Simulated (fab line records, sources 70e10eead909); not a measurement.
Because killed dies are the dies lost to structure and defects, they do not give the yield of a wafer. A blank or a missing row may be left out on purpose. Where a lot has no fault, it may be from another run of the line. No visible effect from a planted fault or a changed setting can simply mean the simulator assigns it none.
Struck lot and sound lot, side by side -- flow nand-harc -- 14 out of 1159 route steps
Sound: wafers L678.2, L678.3, L678.4. Struck: wafer L685.3 (left out: L685.4, L685.6 of the same lot, which were not struck); the cause appears at the end.
Order at every step that has rows: each side's tool, ch and its chambers, its first start. Under that, the readings that differ: sound wafers -- struck wafers -- difference of the means -- sigmas: that difference in standard deviations of wafers without a fault.
alike: readings whose means differ by less than 2 such deviations, and words and numbers that are the same on both sides. not compared: withheld readings, readings that some wafer has no value for, bounds like >300 that may hide the same value, and numbers for which the record gives no deviation and whose values overlap.
The two part at a step that has a row with sigmas, a row that says differs or no value, or rows on one side only. Non-overlapping numbers with no deviation appear without sigmas and do not part them. A reading missing from all wafers of one side parts the sides only when that side holds two or more wafers.

NHARC_A_SOURCE_PLATE_THK_MEAS_09: measures by ellipsometry.
  sound on film-metro-02 at day 7 19:36; struck on film-metro-01 at day 9 13:03
  alike: thk-nm
then, 3 steps without rows for these wafers: NHARC_A_SOURCE_PLATE_PVD_04 (deposits WSi2, target thk 50 nm); NHARC_A_SOURCE_PLATE_CVD_03 (deposits poly-Si, target thk 200 nm, time 4000 s); NHARC_A_SOURCE_PLATE_ANNEAL_05 (time 1800 s).
NHARC_A_SOURCE_PLATE_THK_MEAS_06: measures by ellipsometry.
  sound on film-metro-01 at day 8 08:56; struck on film-metro-02 at day 9 23:38
  alike: thk-nm
NHARC_A_SOURCE_PLATE_INSPECT_08:
  sound on defect-inspect-02 at day 8 09:01; struck on defect-inspect-02 at day 9 23:41
  alike: raw-defect-count
next comes 1 step that has no rows for these wafers: NHARC_A_ONON_D1_DEP_00 (target thickness 1000 nm).
NHARC_A_ONON_D1_THK_MEAS_02: measures by ellipsometry.
  sound on film-metro-02 at day 8 09:36; struck on film-metro-01 at day 10 00:17
  alike: thk-nm
next comes 1 step that has no rows for these wafers: NHARC_A_ONON_D1_DEP_03 (target thickness 1000 nm).
NHARC_A_ONON_D1_THK_MEAS_05: measures by ellipsometry.
  sound on film-metro-02 at day 8 10:17; struck on film-metro-01 at day 10 00:50
  alike: thk-nm
NHARC_A_ONON_D1_DEP_06: target thk 1000 nm.
  sound on pecvd-onon-02 ch 0, day 8 10:24; struck on pecvd-onon-02 ch 0, day 10 01:01
  alike: sih4-flow-sccm
NHARC_A_ONON_D1_THK_MEAS_08: measures by ellipsometry.
  sound on film-metro-01 at day 8 10:52; struck on film-metro-02 at day 10 01:25
reading,sound,struck,difference,sigmas
thk-nm (nm),1005 1004 1003,1728,+724,+72
next comes 1 step that has no rows for these wafers: NHARC_A_ONON_D1_DEP_09 (target thickness 1000 nm).
-- break in the record here, with 12 days between the starts of the struck wafers on either side (left off in module A_ONON_D1, picked up again in module END, where the first step shown is number 1159 on the route) --
NHARC_END_SORT_01:
  here the record holds rows for the struck wafers (prober-01 ch 0, day 22 03:31) but none for the sound ones

## WHERE THEY PART
Earliest at NHARC_A_ONON_D1_THK_MEAS_08; latest, in this record, at NHARC_END_SORT_01.

WHY: whatever the simulator had introduced
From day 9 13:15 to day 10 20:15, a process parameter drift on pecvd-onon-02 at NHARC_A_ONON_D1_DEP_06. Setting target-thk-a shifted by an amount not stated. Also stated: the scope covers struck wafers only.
